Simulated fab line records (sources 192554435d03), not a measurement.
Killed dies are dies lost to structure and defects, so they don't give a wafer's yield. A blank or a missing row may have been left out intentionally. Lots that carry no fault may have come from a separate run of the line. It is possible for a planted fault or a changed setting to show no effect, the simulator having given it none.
Matching of chambers -- flow n5-finfet -- N5_BEOL_M7_CURE_74 on uv-cure-01: 3 sister chambers
The step cures SiCOH lowk, time 240 s. 16 wafers are shown with their chamber, then 8 later ones without.

WAFERS PAIRED WITH THEIR CHAMBERS
wafer,chamber,wafer_temp_C_max,lamp-power-pct (%)
L074.3,0,386.5,52.39
L074.4,0,387.1,52.30
L074.6,0,386.7,52.29
L075.2,1,385.8,52.29
L075.4,1,386.0,52.35
L075.5,1,386.6,52.28
L076.1,2,386.0,52.35
L076.4,2,385.7,52.18
L076.6,2,386.5,52.31
L079.1,0,386.5,52.34
L079.5,0,386.6,52.28
L079.6,0,386.9,52.40
L081.2,0,386.8,52.26
L081.3,0,386.2,52.34
L081.4,0,385.8,52.33
L087.3,2,385.9,52.30

SIGNATURES (averages over the wafers above)
reading,chamber 0,chamber 1,chamber 2,scatter within a chamber
wafer_temp_C_max,386.567,386.133,386.025,0.382
lamp-power-pct,52.3256,52.3067,52.2850,0.0536
Rule: distance of a wafer from a chamber = root of the sum over the readings of ((wafer's reading minus chamber's mean) / reading's scatter) squared. The wafer belongs to the nearest chamber; if the next one is less than 2 further off, it can't be placed. How the scatter is found: for the shown wafers, subtract from each reading the mean of its chamber, square and add these, divide the total by (wafers less chambers), then take the root.

WAFERS MISSING THEIR CHAMBER
wafer,wafer_temp_C_max,lamp-power-pct (%)
L087.4,385.9,52.34
L087.6,386.1,52.24
L082.4,386.4,52.33
L082.5,385.8,52.23
L082.6,385.8,52.29
L097.1,386.4,52.40
L097.2,386.4,52.39
L097.5,386.6,52.25

CHAMBER TAKEN BY EACH
wafer,from the rows above,in truth
L087.4,can't be placed: 1 or 2 or 0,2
L087.6,can't be placed: 2 or 1 or 0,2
L082.4,can't be placed: 0 or 1 or 2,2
L082.5,can't be placed: 2 or 1 or 0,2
L082.6,can't be placed: 2 or 1 or 0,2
L097.1,can't be placed: 0 or 1 or 2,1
L097.2,can't be placed: 0 or 1 or 2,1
L097.5,can't be placed: 0 or 1 or 2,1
Correctly placed: 0 of 8. Can't be placed from these rows: 8 (the true chamber is among the candidates in 8). 0 placed wrongly.
